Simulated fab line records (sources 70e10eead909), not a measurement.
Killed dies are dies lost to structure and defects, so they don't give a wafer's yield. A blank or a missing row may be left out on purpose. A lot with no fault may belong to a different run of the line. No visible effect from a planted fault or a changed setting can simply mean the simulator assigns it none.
fab line records	flow nand-harc
record: lots: 5	wafers: 15	last-day: 24
route steps=1159 shown A_ZERO_WELL@406 A_SOURCE_PLATE@413 A_ONON_D1@424 END@1159
lots with no fault: from the same line, run without faults
start-h: hours from the record's opening day to when the first of the lot's shown wafers began	wait-h: hours since the lot's step before	" same as the row above	L1.1+2: a single row standing in for several wafers	- either no value or no given start	* or withheld: withheld	< > ~ a bound
route shown NAME@n: names a module that has steps shown in the file, with the first one's number in the route	usual: mean and standard deviation over wafers with no fault	same: alike in all rows	chamber/n: place in a boat	sites: each site's reading	_std_site: standard deviation across them	_edge_site: outer sites' mean less inner sites'	radius-mm: how far each site lies from the wafer's centre	mask NAME#n: copy n	behind: tool/chamber where the wafer was last shaped	hold: reason for holding the lot/hours on hold/outcome of the hold	device: names the non-switching transistor (n, p or np)	end of line: at the end of the route, the tests of the same wafers	where a step has no rows: the recipe by itself	killed: at the first sort, the dies lost to defects and structure; wafer yield is something else	map: dies across one wafer; x = killed, . = not, _ = none there
set.NAME: the setting as run; set.NAME@STEP: as run at that earlier step	model.NAME: the simulator's own value behind a step, which no gauge read
a table for each step, a row for each wafer; lots at some steps of the route
services: the hour from which a tool's chamber was out of use, counted from the record's first day as start-h (under 0 if before that day), plus the number of hours and why
== steps ==
step: NHARC_A_ZERO_WELL_STRIP_14
recipe: time-s: 900	temp-c: 130	chemistry: SPM
step: NHARC_A_ZERO_WELL_IMPLANT_15
recipe: energy-kev: 150	dose-cm2: 1e+13	tilt-deg: 7
step: NHARC_A_ZERO_WELL_PRECLEAN_22
recipe: time-s: 60	temp-c: 50	bath-age-min: 0	chemistry: SC1
step: NHARC_A_ZERO_WELL_SRD_23
step: NHARC_A_ZERO_WELL_RTA_16
recipe: temp-c: 1000	time-s: 10
usual: lamp-power-pct: 28.7/0.83	wafer_temp_C_max: 1004.3/1
lot.wafer	tool	chamber	start-h	wait-h	lamp-power-pct	wafer_temp_C_max
L141.1	rtp-anneal-01	0	151.73	-	27.6	1004.7
L141.4	"	0	"	"	27.6	1005.5
L141.5	"	0	"	"	27.6	1006.3
L143.1	rtp-anneal-01	0	160.68	-	27.6	1004.4
L143.4	"	0	"	"	27.6	1005.2
L143.6	"	0	"	"	27.6	1003.9
L149.1	rtp-anneal-02	0	200.74	-	29.3	1003.1
L149.2	"	0	"	"	29.3	1003.4
L149.6	"	0	"	"	29.3	1003.5
L155.1	rtp-anneal-01	0	232.39	-	27.6	1005.6
L155.3	"	0	"	"	27.6	1005.9
L155.4	"	0	"	"	27.6	1004.4
L162.1	rtp-anneal-01	0	283.51	-	27.6	1003.4
L162.3	"	0	"	"	27.6	1004.4
L162.4	"	0	"	"	27.6	1003.1
step: NHARC_A_ZERO_WELL_INSPECT_17
usual: raw-defect-count: 10/5
lot.wafer	tool	chamber	start-h	wait-h	raw-defect-count
L141.1	defect-inspect-01	-	151.93	0.2	12
L141.4	"	-	"	"	9
L141.5	"	-	"	"	4
L143.1	defect-inspect-02	-	160.88	0.2	14
L143.4	"	-	"	"	16
L143.6	"	-	"	"	9
L149.1	defect-inspect-02	-	200.94	0.2	9
L149.2	"	-	"	"	4
L149.6	"	-	"	"	12
L155.1	defect-inspect-02	-	232.59	0.2	12
L155.3	"	-	"	"	5
L155.4	"	-	"	"	20
L162.1	defect-inspect-01	-	283.71	0.2	14
L162.3	"	-	"	"	4
L162.4	"	-	"	"	16
step: NHARC_A_SOURCE_PLATE_PRECLEAN_00
recipe: time-s: 60	chemistry: HF-LAST
step: NHARC_A_SOURCE_PLATE_SRD_01
step: NHARC_A_SOURCE_PLATE_OXIDE_02
recipe: target-thk-a: 100	temp-c: 900	ox-time-s: 1362	material: SiO2
step: NHARC_A_SOURCE_PLATE_THK_MEAS_09
recipe: thk-meas-gauge: ellipsometry
usual: thk-nm: 9.7/1.1
lot.wafer	tool	chamber	start-h	wait-h	thk-nm
L141.1	film-metro-02	-	159.11	0.4	10.1
L141.4	"	-	"	"	10.6
L141.5	"	-	"	"	10.1
L143.1	film-metro-02	-	167.39	0.4	8.4
L143.4	"	-	"	"	9.4
L143.6	"	-	"	"	9.4
L149.1	film-metro-01	-	207.96	0.4	11.1
L149.2	"	-	"	"	9.5
L149.6	"	-	"	"	9.5
L155.1	film-metro-02	-	239.98	0.4	10.3
L155.3	"	-	"	"	9.6
L155.4	"	-	"	"	9.1
L162.1	film-metro-02	-	290.65	0.4	8.3
L162.3	"	-	"	"	7.9
L162.4	"	-	"	"	9.8
step: NHARC_A_SOURCE_PLATE_PVD_04
recipe: target-thk-a: 500	material: WSi2
step: NHARC_A_SOURCE_PLATE_CVD_03
recipe: target-thk-a: 2000	temp-c: 620	pressure-mtorr: 200	time-s: 4000	material: poly-Si
lot.wafer	tool	chamber	start-h	wait-h
L141.1+4+5	lpcvd-poly-01	0	161.86	-
L143.1+4+6	lpcvd-poly-02	0	169.96	-
L149.1+2+6	lpcvd-poly-03	0	210.53	-
L155.1+3+4	lpcvd-poly-01	0	242.72	-
L162.1+3+4	lpcvd-poly-01	0	293.40	-
step: NHARC_A_SOURCE_PLATE_ANNEAL_05
recipe: temp-c: 850	time-s: 1800
step: NHARC_A_SOURCE_PLATE_THK_MEAS_06
recipe: thk-meas-gauge: ellipsometry
usual: thk-nm: 201.1/1.9
lot.wafer	tool	chamber	start-h	wait-h	thk-nm
L141.1	film-metro-01	-	172.10	0.4	201.6
L141.4	"	-	"	"	200.8
L141.5	"	-	"	"	201.5
L143.1	film-metro-02	-	180.32	0.4	199.4
L143.4	"	-	"	"	199.7
L143.6	"	-	"	"	202.5
L149.1	film-metro-01	-	220.98	0.4	202.8
L149.2	"	-	"	"	202.9
L149.6	"	-	"	"	203.2
L155.1	film-metro-02	-	253.22	0.4	200.2
L155.3	"	-	"	"	203.0
L155.4	"	-	"	"	200.3
L162.1	film-metro-02	-	303.66	0.4	206.7
L162.3	"	-	"	"	203.5
L162.4	"	-	"	"	203.4
step: NHARC_A_SOURCE_PLATE_INSPECT_08
usual: raw-defect-count: 62/24
lot.wafer	tool	chamber	start-h	wait-h	raw-defect-count
L141.1	defect-inspect-02	-	172.18	0.0	68
L141.4	"	-	"	"	80
L141.5	"	-	"	"	76
L143.1	defect-inspect-02	-	180.38	0.0	43
L143.4	"	-	"	"	112
L143.6	"	-	"	"	60
L149.1	defect-inspect-01	-	221.05	0.0	97
L149.2	"	-	"	"	96
L149.6	"	-	"	"	96
L155.1	defect-inspect-01	-	253.28	0.0	60
L155.3	"	-	"	"	81
L155.4	"	-	"	"	60
L162.1	defect-inspect-01	-	303.72	0.0	79
L162.3	"	-	"	"	69
L162.4	"	-	"	"	64
step: NHARC_A_ONON_D1_DEP_00
recipe: target-thk-a: 10000	n2-flow-sccm: 2750	n2o-flow-sccm: 2000	nh3-flow-sccm: 500	sih4-flow-sccm: 210	temp-c: 400
step: NHARC_A_ONON_D1_THK_MEAS_02
recipe: thk-meas-gauge: ellipsometry
usual: thk-nm: 998/9.3
lot.wafer	tool	chamber	start-h	wait-h	thk-nm
L141.1	film-metro-02	-	172.76	-	990
L141.4	"	-	"	"	989
L141.5	"	-	"	"	992
L143.1	film-metro-02	-	180.96	-	990
L143.4	"	-	"	"	991
L143.6	"	-	"	"	990
L149.1	film-metro-02	-	221.62	-	988
L149.2	"	-	"	"	987
L149.6	"	-	"	"	987
L155.1	film-metro-01	-	253.86	-	1001
L155.3	"	-	"	"	1000
L155.4	"	-	"	"	1001
L162.1	film-metro-02	-	304.30	-	1018
L162.3	"	-	"	"	1018
L162.4	"	-	"	"	1018
step: NHARC_A_ONON_D1_DEP_03
recipe: target-thk-a: 10000	n2-flow-sccm: 2750	n2o-flow-sccm: 2000	nh3-flow-sccm: 500	sih4-flow-sccm: 210	temp-c: 400
step: NHARC_A_ONON_D1_THK_MEAS_05
recipe: thk-meas-gauge: ellipsometry
usual: thk-nm: 996/7.6
lot.wafer	tool	chamber	start-h	wait-h	thk-nm
L141.1	film-metro-02	-	173.33	-	996
L141.4	"	-	"	"	996
L141.5	"	-	"	"	999
L143.1	film-metro-02	-	181.54	-	999
L143.4	"	-	"	"	1000
L143.6	"	-	"	"	1000
L149.1	film-metro-02	-	222.19	-	1007
L149.2	"	-	"	"	1009
L149.6	"	-	"	"	1007
L155.1	film-metro-02	-	254.43	-	1004
L155.3	"	-	"	"	1004
L155.4	"	-	"	"	1005
L162.1	film-metro-02	-	304.86	-	997
L162.3	"	-	"	"	997
L162.4	"	-	"	"	998
step: NHARC_A_ONON_D1_DEP_06
recipe: target-thk-a: 10000	n2-flow-sccm: 2750	n2o-flow-sccm: 2000	nh3-flow-sccm: 500	sih4-flow-sccm: 210	temp-c: 400
step: NHARC_A_ONON_D1_THK_MEAS_08
recipe: thk-meas-gauge: ellipsometry
usual: thk-nm: 998/10
lot.wafer	tool	chamber	start-h	wait-h	thk-nm
L141.1	film-metro-02	-	173.91	-	993
L141.4	"	-	"	"	995
L141.5	"	-	"	"	995
L143.1	film-metro-02	-	182.11	-	1006
L143.4	"	-	"	"	1006
L143.6	"	-	"	"	1004
L149.1	film-metro-02	-	222.76	-	993
L149.2	"	-	"	"	992
L149.6	"	-	"	"	991
L155.1	film-metro-02	-	255.02	-	983
L155.3	"	-	"	"	984
L155.4	"	-	"	"	983
L162.1	film-metro-02	-	305.43	-	992
L162.3	"	-	"	"	993
L162.4	"	-	"	"	995
step: NHARC_A_ONON_D1_DEP_09
recipe: target-thk-a: 10000	n2-flow-sccm: 2750	n2o-flow-sccm: 2000	nh3-flow-sccm: 500	sih4-flow-sccm: 210	temp-c: 400
step: NHARC_A_ONON_D1_THK_MEAS_11
recipe: thk-meas-gauge: ellipsometry
usual: thk-nm: 999/9.5
lot.wafer	tool	chamber	start-h	wait-h	thk-nm
L141.1	film-metro-01	-	174.47	-	998
L141.4	"	-	"	"	995
L141.5	"	-	"	"	998
L143.1	film-metro-01	-	182.68	-	1020
L143.4	"	-	"	"	1020
L143.6	"	-	"	"	1020
L149.1	film-metro-01	-	223.33	-	988
L149.2	"	-	"	"	987
L149.6	"	-	"	"	988
L155.1	film-metro-01	-	255.59	-	1007
L155.3	"	-	"	"	1006
L155.4	"	-	"	"	1007
L162.1	film-metro-02	-	305.99	-	1017
L162.3	"	-	"	"	1016
L162.4	"	-	"	"	1016
step: NHARC_A_ONON_D1_DEP_12
recipe: target-thk-a: 10000	n2-flow-sccm: 2750	n2o-flow-sccm: 2000	nh3-flow-sccm: 500	sih4-flow-sccm: 210	temp-c: 400
step: NHARC_A_ONON_D1_THK_MEAS_14
recipe: thk-meas-gauge: ellipsometry
usual: thk-nm: 1000/9.6
lot.wafer	tool	chamber	start-h	wait-h	thk-nm
L141.1	film-metro-02	-	175.03	-	997
L141.4	"	-	"	"	997
L141.5	"	-	"	"	997
L143.1	film-metro-01	-	183.25	-	1001
L143.4	"	-	"	"	1000
L143.6	"	-	"	"	1002
L149.1	film-metro-01	-	223.89	-	1017
L149.2	"	-	"	"	1017
L149.6	"	-	"	"	1017
L155.1	film-metro-01	-	256.16	-	987
L155.3	"	-	"	"	985
L155.4	"	-	"	"	987
L162.1	film-metro-02	-	306.55	-	995
L162.3	"	-	"	"	996
L162.4	"	-	"	"	995
step: NHARC_A_ONON_D1_ANNEAL_15
recipe: temp-c: 750	time-s: 3600
step: NHARC_A_ONON_D1_DEP_16
recipe: target-thk-a: 10000	n2-flow-sccm: 2750	n2o-flow-sccm: 2000	nh3-flow-sccm: 500	sih4-flow-sccm: 210	temp-c: 400
step: NHARC_A_ONON_D1_THK_MEAS_18
recipe: thk-meas-gauge: ellipsometry
usual: thk-nm: 997/9.4
lot.wafer	tool	chamber	start-h	wait-h	thk-nm
L141.1	film-metro-01	-	182.11	-	1001
L141.4	"	-	"	"	1003
L141.5	"	-	"	"	1002
L143.1	film-metro-02	-	190.30	-	1011
L143.4	"	-	"	"	1009
L143.6	"	-	"	"	1011
L149.1	film-metro-01	-	231.03	-	1009
L149.2	"	-	"	"	1008
L149.6	"	-	"	"	1009
L155.1	film-metro-01	-	263.21	-	1004
L155.3	"	-	"	"	1004
L155.4	"	-	"	"	1004
L162.1	film-metro-02	-	313.76	-	1006
L162.3	"	-	"	"	1006
L162.4	"	-	"	"	1007
step: NHARC_A_ONON_D1_DEP_19
recipe: target-thk-a: 10000	n2-flow-sccm: 2750	n2o-flow-sccm: 2000	nh3-flow-sccm: 500	sih4-flow-sccm: 210	temp-c: 400
step: NHARC_A_ONON_D1_THK_MEAS_21
recipe: thk-meas-gauge: ellipsometry
usual: thk-nm: 999/8.3
lot.wafer	tool	chamber	start-h	wait-h	thk-nm
L141.1	film-metro-02	-	182.68	-	1000
L141.4	"	-	"	"	1000
L141.5	"	-	"	"	1000
L143.1	film-metro-01	-	190.87	-	988
L143.4	"	-	"	"	987
L143.6	"	-	"	"	987
L149.1	film-metro-02	-	231.62	-	1018
L149.2	"	-	"	"	1019
L149.6	"	-	"	"	1016
L155.1	film-metro-02	-	263.78	-	988
L155.3	"	-	"	"	990
L155.4	"	-	"	"	990
L162.1	film-metro-02	-	314.34	-	994
L162.3	"	-	"	"	996
L162.4	"	-	"	"	994
step: NHARC_A_ONON_D1_DEP_22
recipe: target-thk-a: 10000	n2-flow-sccm: 2750	n2o-flow-sccm: 2000	nh3-flow-sccm: 500	sih4-flow-sccm: 210	temp-c: 400
step: NHARC_A_ONON_D1_THK_MEAS_24
recipe: thk-meas-gauge: ellipsometry
usual: thk-nm: 1002/9.4
lot.wafer	tool	chamber	start-h	wait-h	thk-nm
L141.1	film-metro-02	-	183.25	-	993
L141.4	"	-	"	"	991
L141.5	"	-	"	"	993
L143.1	film-metro-02	-	191.44	-	1012
L143.4	"	-	"	"	1013
L143.6	"	-	"	"	1014
L149.1	film-metro-01	-	232.18	-	1002
L149.2	"	-	"	"	1002
L149.6	"	-	"	"	1002
L155.1	film-metro-01	-	264.35	-	1001
L155.3	"	-	"	"	1001
L155.4	"	-	"	"	1003
L162.1	film-metro-02	-	314.91	-	994
L162.3	"	-	"	"	995
L162.4	"	-	"	"	997
step: NHARC_A_ONON_D1_DEP_25
recipe: target-thk-a: 10000	n2-flow-sccm: 2750	n2o-flow-sccm: 2000	nh3-flow-sccm: 500	sih4-flow-sccm: 210	temp-c: 400
step: NHARC_A_ONON_D1_THK_MEAS_27
recipe: thk-meas-gauge: ellipsometry
usual: thk-nm: 999/10
lot.wafer	tool	chamber	start-h	wait-h	thk-nm
L141.1	film-metro-01	-	183.82	-	1011
L141.4	"	-	"	"	1011
L141.5	"	-	"	"	1011
L143.1	film-metro-01	-	192.00	-	979
L143.4	"	-	"	"	982
L143.6	"	-	"	"	981
L149.1	film-metro-01	-	232.78	-	1014
L149.2	"	-	"	"	1014
L149.6	"	-	"	"	1017
L155.1	film-metro-01	-	264.91	-	993
L155.3	"	-	"	"	995
L155.4	"	-	"	"	995
L162.1	film-metro-02	-	315.47	-	992
L162.3	"	-	"	"	991
L162.4	"	-	"	"	993
step: NHARC_A_ONON_D1_DEP_28
recipe: target-thk-a: 10000	n2-flow-sccm: 2750	n2o-flow-sccm: 2000	nh3-flow-sccm: 500	sih4-flow-sccm: 210	temp-c: 400
step: NHARC_A_ONON_D1_THK_MEAS_30
recipe: thk-meas-gauge: ellipsometry
usual: thk-nm: 1000/11
lot.wafer	tool	chamber	start-h	wait-h	thk-nm
L141.1	film-metro-01	-	184.39	-	1009
L141.4	"	-	"	"	1010
L141.5	"	-	"	"	1009
L143.1	film-metro-01	-	192.57	-	992
L143.4	"	-	"	"	992
L143.6	"	-	"	"	992
L149.1	film-metro-02	-	233.35	-	1016
L149.2	"	-	"	"	1015
L149.6	"	-	"	"	1015
L155.1	film-metro-02	-	265.48	-	996
L155.3	"	-	"	"	996
L155.4	"	-	"	"	996
L162.1	film-metro-02	-	316.06	-	995
L162.3	"	-	"	"	994
L162.4	"	-	"	"	995
step: NHARC_A_ONON_D1_DEP_33
recipe: target-thk-a: 2000	temp-c: 400	pressure-torr: 6.5	rf-w: 900	teos-flow-sccm: 161.4	flow-sccm: 2650	target-thk-nm: 200	gas: O2	material: SiO2
usual: heater-power-w: 632/110	rf-fwd-power-W: 897.7/2.5	throttle-valve-pct: 15.9/0.6
lot.wafer	tool	chamber	start-h	wait-h	heater-power-w	rf-fwd-power-W	since-wet-clean-h	throttle-valve-pct
L141.1	pecvd-04	1	184.54	0.1	633	902.8	156	16.4
L141.4	"	0	"	"	596	896.6	-	16.5
L141.5	"	1	"	"	616	900.5	-	16.3
L143.1	pecvd-03	2	192.72	0.1	926	900.7	69	16.0
L143.4	"	2	"	"	920	900.6	-	15.8
L143.6	"	0	"	"	531	899.9	-	14.9
L149.1	pecvd-03	2	233.48	0.1	769	900.3	110	16.1
L149.2	"	1	"	"	523	894.4	110	15.9
L149.6	"	2	"	"	819	895.7	-	16.0
L155.1	pecvd-03	1	265.54	0.1	465	896.0	142	15.8
L155.3	"	2	"	"	945	901.5	142	16.1
L155.4	"	0	"	"	575	899.9	-	15.1
L162.1	pecvd-03	1	316.12	0.1	470	898.2	11	15.9
L162.3	"	0	"	"	462	897.3	11	15.2
L162.4	"	1	"	"	485	904.2	-	15.6
step: NHARC_A_ONON_D1_THK_MEAS_34
recipe: thk-meas-gauge: ellipsometry
usual: thk-nm: 199.7/2.9
lot.wafer	tool	chamber	start-h	wait-h	thk-nm
L141.1	film-metro-01	-	184.87	-	201.1
L141.4	"	-	"	"	204.2
L141.5	"	-	"	"	204.9
L143.1	film-metro-02	-	193.09	-	198.3
L143.4	"	-	"	"	203.5
L143.6	"	-	"	"	198.8
L149.1	film-metro-02	-	233.89	-	202.8
L149.2	"	-	"	"	201.3
L149.6	"	-	"	"	202.3
L155.1	film-metro-01	-	265.95	-	202.3
L155.3	"	-	"	"	200.6
L155.4	"	-	"	"	200.9
L162.1	film-metro-02	-	316.53	-	199.9
L162.3	"	-	"	"	200.6
L162.4	"	-	"	"	204.3
step: NHARC_END_SORT_01
recipe: temp-c: 25
usual: killed-at-array: 21/8.9	killed-at-other: 0.8/1.3	killed-at-periphery: 3.6/2.4	killed-dies: 26/8.9	killed-open: 3.1/1.8	killed-short: 1.9/1.3
same: gross-dies: 677
lot.wafer	tool	chamber	start-h	wait-h	killed-at-array	killed-at-other	killed-at-periphery	killed-dies	killed-open	killed-short
L149.1	prober-02	0	515.75	2.5	59	2	3	64	4	2
L149.2	prober-02	0	516.55	2.8	60	2	7	69	4	2
L149.6	prober-02	0	519.78	4.0	51	1	3	55	2	3
killed by level:class
L149.1 A_SOURCE_PLATE:unspecified=27 A_CHANNEL_HOLE_D1:chamber-film-flake=18 A_SLIT:chamber-film-flake=8 A_CONTACT:chamber-film-flake=2 THIN_TSV:chamber-film-flake=2 P_GATE:geometric-particle:open=1 P_CONTACT:geometric-particle:open=1 A_CHANNEL_FILL_D1:geometric-particle:short=1
L149.2 A_SOURCE_PLATE:unspecified=30 A_CHANNEL_HOLE_D1:chamber-film-flake=17 A_SLIT:chamber-film-flake=8 P_ZERO_WELL:chamber-film-flake=3 THIN_TSV:chamber-film-flake=2 P_CONTACT:geometric-particle:open=1 P_M0:geometric-particle:open=1 A_WL_FILL:geometric-particle:short=1
L149.6 A_SOURCE_PLATE:unspecified=18 A_CHANNEL_HOLE_D1:chamber-film-flake=14 A_SLIT:chamber-film-flake=10 A_CONTACT:chamber-film-flake=4 P_GATE:geometric-particle:open=1 A_CHANNEL_FILL_D1:geometric-particle:short=1 A_WL_FILL:geometric-particle:short=1 A_CONTACT:geometric-particle:open=1
map L149.2 (x killed, . not)
____________x____________
_________...xx.x_________
_______.....xxx..._______
______xxx.....x....______
_____.xx..xx...xx..._____
____...xx.x..........____
____.xxx..x..........____
___...x...........x...___
___x....x...........x.___
__.....x.........xxx...__
__.....................__
_......................._
_......................._
_..x...................._
_..............x..x....._
_......................._
.............x...x.......
.......x......xxx........
..............xxx........
..............x.xx.x.....
.............x.x.xx......
_......x......xxxxx....._
_............x.xx......._
_..............x.x......_
_......................._
_..............x...x...._
__........x.....x......__
__......x..............__
___...................___
___...................___
____.................____
____.................____
_____..............._____
______.............______
_______..........._______
_________......._________
____________.____________
map L162.4 (x killed, . not)
____________.____________
_________......._________
_______x.........._______
______.............______
_____..............._____
____.x...............____
____.................____
___.x.................___
___...................___
__.........x...........__
__...x..x..............__
_......................._
_......................._
_......x................_
_......................._
_......x................_
.........................
.........................
...........x.x..........x
.........................
.......................xx
_......................x_
_......................._
_......................._
_......................._
_......................._
__.....................__
__.....................__
___.....x............x___
___.....x.........x...___
____.....x...x.x....x____
____.x...............____
_____x....x........._____
______x............______
_______.x.......x._______
_________x.x...._________
____________.____________
== services ==
tool	chamber	start-h	hours	kind
pecvd-03	1	168.71	2.0	repair
pecvd-03	-	191.38	0.8	repair
pecvd-04	-	196.68	13.0	pm
pecvd-04	0	196.68	13.0	vent-cycle
pecvd-04	1	196.68	13.0	vent-cycle
pecvd-04	2	196.68	13.0	vent-cycle
pecvd-04	0	209.68	-	clean
pecvd-04	1	209.68	-	clean
pecvd-04	2	209.68	-	clean
pecvd-03	0	259.99	4.8	repair
pecvd-04	2	261.64	7.5	repair
pecvd-03	-	292.19	13.0	pm
pecvd-03	0	292.19	13.0	vent-cycle
pecvd-03	1	292.19	13.0	vent-cycle
pecvd-03	2	292.19	13.0	vent-cycle
rtp-anneal-02	-	300.28	12.0	pm
pecvd-03	0	305.19	-	clean
pecvd-03	1	305.19	-	clean
pecvd-03	2	305.19	-	clean
== key ==
first-sign: step: NHARC_END_SORT_01	reading: killed-dies	direction: up	sigmas: 4.1	usual: 26	struck: 63
effect: step: NHARC_END_SORT_01	reading: killed-at-array	direction: up	sigmas: 4	usual: 21	struck: 57
more-kills-born-at: NHARC_A_SOURCE_PLATE_CVD_03@lpcvd-poly-03: 75
met-at NHARC_A_SOURCE_PLATE_CVD_03
struck-wafers L149.1,L149.2,L149.6
tester-left-out L149
also-fits NHARC_A_ZERO_WELL_RTA_16:rtp-anneal-02
fault: kind: chamber-particle-source	tool: lpcvd-poly-03	chamber: 0	onset-h: 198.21	steps: NHARC_A_SOURCE_PLATE_CVD_03	rate-per-visit-cm2: 0.049949	end-h: 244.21
tester-left-out: of these lots the tester's yield and bins aren't shown, on N5 and GAA mostly nor the transistor test; their killed dies are dies lost to structure and defects alone, not to doping, threshold or leakage, so they don't give the yield
